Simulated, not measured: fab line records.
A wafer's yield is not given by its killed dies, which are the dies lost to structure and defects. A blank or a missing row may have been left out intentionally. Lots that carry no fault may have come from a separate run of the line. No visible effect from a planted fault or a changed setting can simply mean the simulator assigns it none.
Chamber matching | flow nandHarc | 4 sister chambers for NHARC_A_ZERO_WELL_ETCH_13 on rieSi-04
The step etches the open film in HBr/Cl2, target depth 120 nm, time 40.1 s. 14 wafers are shown with their chamber, then 7 later ones without.

WAFERS WITH THEIR CHAMBER
wafer  | chamber | drypumpMotorCurrentA (A) | oesProductAu (a.u.) | throttleValvePct (%)
L408.1 | 1       | 6.3                      | 1.006               | 26.412
L408.3 | 0       | 5.5                      | 0.983               | 26.404
L408.6 | 0       | 5.5                      | 0.974               | 26.420
L411.1 | 2       | 6.2                      | 0.999               | 26.404
L411.4 | 0       | 5.6                      | 0.977               | 26.409
L411.5 | 2       | 6.2                      | 1.001               | 26.416
L412.4 | 0       | 5.5                      | 0.978               | 26.418
L412.5 | 2       | 6.2                      | 0.993               | 26.404
L412.6 | 3       | 6.0                      | 0.991               | 26.400
L418.1 | 0       | 5.5                      | 0.981               | 26.407
L418.3 | 3       | 6.0                      | 0.993               | 26.418
L418.5 | 1       | 6.3                      | 0.995               | 26.398
L422.3 | 2       | 6.2                      | 0.983               | 26.409
L422.4 | 0       | 5.6                      | 0.982               | 26.400

SIGNATURES (averages over the wafers above)
reading              | chamber 0 | chamber 1 | chamber 2 | chamber 3 | scatter within a chamber
drypumpMotorCurrentA | 5.533     | 6.300     | 6.200     | 6.000     | 0.0365
oesProductAu         | 0.97917   | 1.00050   | 0.99400   | 0.99200   | 0.00563
throttleValvePct     | 26.40967  | 26.40500  | 26.40825  | 26.40900  | 0.00816
Rule: for each reading, subtract the chamber's mean from the wafer's reading, divide by that reading's scatter and square the result; add these up over the readings and take the root, which gives the wafer's distance from the chamber. The wafer belongs to the nearest chamber; if the next one is less than 2 further off, it can't be placed. The scatter: take each reading less its chamber's mean, square it, sum over the shown wafers, divide by the number of wafers less the number of chambers, and take the root.

WAFERS WHOSE CHAMBER IS MISSING
wafer  | drypumpMotorCurrentA (A) | oesProductAu (a.u.) | throttleValvePct (%)
L422.5 | 6.2                      | 0.993               | 26.404
L424.1 | 5.5                      | 0.983               | 26.411
L424.3 | 6.2                      | 0.979               | 26.401
L424.6 | 6.2                      | 0.981               | 26.423
L429.1 | 6.0                      | 0.990               | 26.402
L429.2 | 6.3                      | 0.991               | 26.407
L429.5 | 6.0                      | 0.995               | 26.406

EACH ONE'S CHAMBER
wafer  | from the rows above     | in truth
L422.5 | 2                       | 2
L424.1 | 0                       | 0
L424.3 | can't be placed: 2 or 1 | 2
L424.6 | 2                       | 2
L429.1 | 3                       | 3
L429.2 | can't be placed: 1 or 2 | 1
L429.5 | 3                       | 3
Placed correctly: 5 of 7. These rows do not allow placing 2 (true chamber among the candidates in 2). Number placed wrongly: 0.
